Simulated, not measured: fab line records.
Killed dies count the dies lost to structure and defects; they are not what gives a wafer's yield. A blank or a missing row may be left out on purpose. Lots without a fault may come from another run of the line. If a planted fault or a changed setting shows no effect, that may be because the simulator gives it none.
Split-lot experiment / flow n5 finfet / 21 wafers read from 7 lots, route of 1938 steps

== THE SPLIT ITSELF ==
At N5_MIM_BOT_ETCH_ETCH_04 (etches SiNx in CF4/O2, target depth 26 nm, time 13 s), the setting time s was moved away from the recipe's 13 s on 12 of the 21 wafers read, by -13.1% to +21.5%. This setting was run at the recipe's value on the other wafers.

The reading comes from the split's own step.

== THE READING ==
etch.depth nm (the simulator's own value, which no gauge read), in nm, at N5_MIM_BOT_ETCH_ETCH_04 (etches SiNx in CF4/O2, target depth 26 nm, time 13 s). The file gives no usual value for it. The 9 wafers here that ran the recipe average 25.82 nm, standard deviation 0.29 nm.

wafer=L079.1; tool, chamber at the split=rie diel-01, 3; time s as run, s=14.61; against the recipe=+12.4%; etch.depth nm, nm=29.55; against lot-mates on the recipe=+4.23
wafer=L079.5; tool, chamber at the split=rie diel-01, 2; time s as run, s=13; against the recipe=recipe; etch.depth nm, nm=25.32; against lot-mates on the recipe=-
wafer=L079.6; tool, chamber at the split=rie diel-01, 1; time s as run, s=14.61; against the recipe=+12.4%; etch.depth nm, nm=29.43; against lot-mates on the recipe=+4.11
wafer=L081.1; tool, chamber at the split=rie diel-03, 3; time s as run, s=13; against the recipe=recipe; etch.depth nm, nm=25.66; against lot-mates on the recipe=-
wafer=L081.2; tool, chamber at the split=rie diel-03, 1; time s as run, s=15.8; against the recipe=+21.5%; etch.depth nm, nm=31.09; against lot-mates on the recipe=+5.52
wafer=L081.5; tool, chamber at the split=rie diel-03, 1; time s as run, s=13; against the recipe=recipe; etch.depth nm, nm=25.48; against lot-mates on the recipe=-
wafer=L084.1; tool, chamber at the split=rie diel-04, 3; time s as run, s=11.3; against the recipe=-13.1%; etch.depth nm, nm=22.18; against lot-mates on the recipe=no lot-mate on the recipe
wafer=L084.2; tool, chamber at the split=rie diel-04, 2; time s as run, s=11.3; against the recipe=-13.1%; etch.depth nm, nm=22.3; against lot-mates on the recipe=no lot-mate on the recipe
wafer=L084.4; tool, chamber at the split=rie diel-04, 0; time s as run, s=11.3; against the recipe=-13.1%; etch.depth nm, nm=21.6; against lot-mates on the recipe=no lot-mate on the recipe
wafer=L087.2; tool, chamber at the split=rie diel-04, 0; time s as run, s=12.01; against the recipe=-7.6%; etch.depth nm, nm=23.45; against lot-mates on the recipe=no lot-mate on the recipe
wafer=L087.3; tool, chamber at the split=rie diel-04, 1; time s as run, s=12.01; against the recipe=-7.6%; etch.depth nm, nm=23.41; against lot-mates on the recipe=no lot-mate on the recipe
wafer=L087.4; tool, chamber at the split=rie diel-04, 3; time s as run, s=12.01; against the recipe=-7.6%; etch.depth nm, nm=23.64; against lot-mates on the recipe=no lot-mate on the recipe
wafer=L091.2; tool, chamber at the split=rie diel-01, 3; time s as run, s=13; against the recipe=recipe; etch.depth nm, nm=26.26; against lot-mates on the recipe=-
wafer=L091.3; tool, chamber at the split=rie diel-01, 0; time s as run, s=14.29; against the recipe=+9.9%; etch.depth nm, nm=28.48; against lot-mates on the recipe=+2.46
wafer=L091.5; tool, chamber at the split=rie diel-01, 0; time s as run, s=13; against the recipe=recipe; etch.depth nm, nm=25.78; against lot-mates on the recipe=-
wafer=L093.2; tool, chamber at the split=rie diel-03, 3; time s as run, s=13; against the recipe=recipe; etch.depth nm, nm=25.94; against lot-mates on the recipe=-
wafer=L093.4; tool, chamber at the split=rie diel-03, 0; time s as run, s=13; against the recipe=recipe; etch.depth nm, nm=25.86; against lot-mates on the recipe=-
wafer=L093.6; tool, chamber at the split=rie diel-03, 3; time s as run, s=13; against the recipe=recipe; etch.depth nm, nm=25.9; against lot-mates on the recipe=-
wafer=L096.1; tool, chamber at the split=rie diel-01, 1; time s as run, s=15.49; against the recipe=+19.2%; etch.depth nm, nm=31.04; against lot-mates on the recipe=+4.86
wafer=L096.2; tool, chamber at the split=rie diel-01, 3; time s as run, s=13; against the recipe=recipe; etch.depth nm, nm=26.18; against lot-mates on the recipe=-
wafer=L096.5; tool, chamber at the split=rie diel-01, 3; time s as run, s=15.49; against the recipe=+19.2%; etch.depth nm, nm=31.07; against lot-mates on the recipe=+4.89

THE FIT
A straight line over all 21 wafers: etch.depth nm changes by +0.278 nm for each +1% of time s; r = +0.99; the points scatter about the line by 0.31 nm.
The same after taking each lot's own level away (the mean of its wafers on the recipe; 15 wafers): +0.267 nm for each +1%; r = +0.99; scatter 0.37 nm.
The reading moves by 5.8 nm for the largest change in time s, on that fit.
Across the lots, their own levels run from 25.320 to 26.180 nm, a range of 3.0 times the standard deviation given above.
Consequently the slope shifts little with the lot-to-lot level, the two slopes agreeing.
Check: +5.93 nm against its lot-mates is what the line predicts for one of the wafers moved furthest among these (+21.5%) when that wafer is left out of the fit. It came out at +5.52 nm against them.

== THE OTHER SPLITS THESE WAFERS WENT THROUGH ==
These wafers also went through other splits before the reading. Each is held against what the fit with the lots' levels taken away leaves over:
other split on the same wafers=N5_BEOL_M10_SURFACE_TREAT_76 time s; wafers away from the commonest value=as run: not given for these wafers; r with etch.depth nm (lot level and that fit taken away)=-
other split on the same wafers=N5_BEOL_M13_EXPOSE_25 dose mj; wafers away from the commonest value=7; r with etch.depth nm (lot level and that fit taken away)=+0.40
other split on the same wafers=N5_BEOL_M13_DEVELOP_27 develop time s; wafers away from the commonest value=6; r with etch.depth nm (lot level and that fit taken away)=-0.31
other split on the same wafers=N5_BEOL_M14_ETCH_68 time s; wafers away from the commonest value=9; r with etch.depth nm (lot level and that fit taken away)=-0.27
other split on the same wafers=N5_BEOL_M15_EXPOSE_25 dose mj; wafers away from the commonest value=5; r with etch.depth nm (lot level and that fit taken away)=-0.39
other split on the same wafers=N5_BEOL_M15_DEVELOP_27 develop time s; wafers away from the commonest value=6; r with etch.depth nm (lot level and that fit taken away)=+0.67

== FILE'S OWN FIT ==
etch.depth nm changes by +0.266 nm for each +1% of time s, r = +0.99.
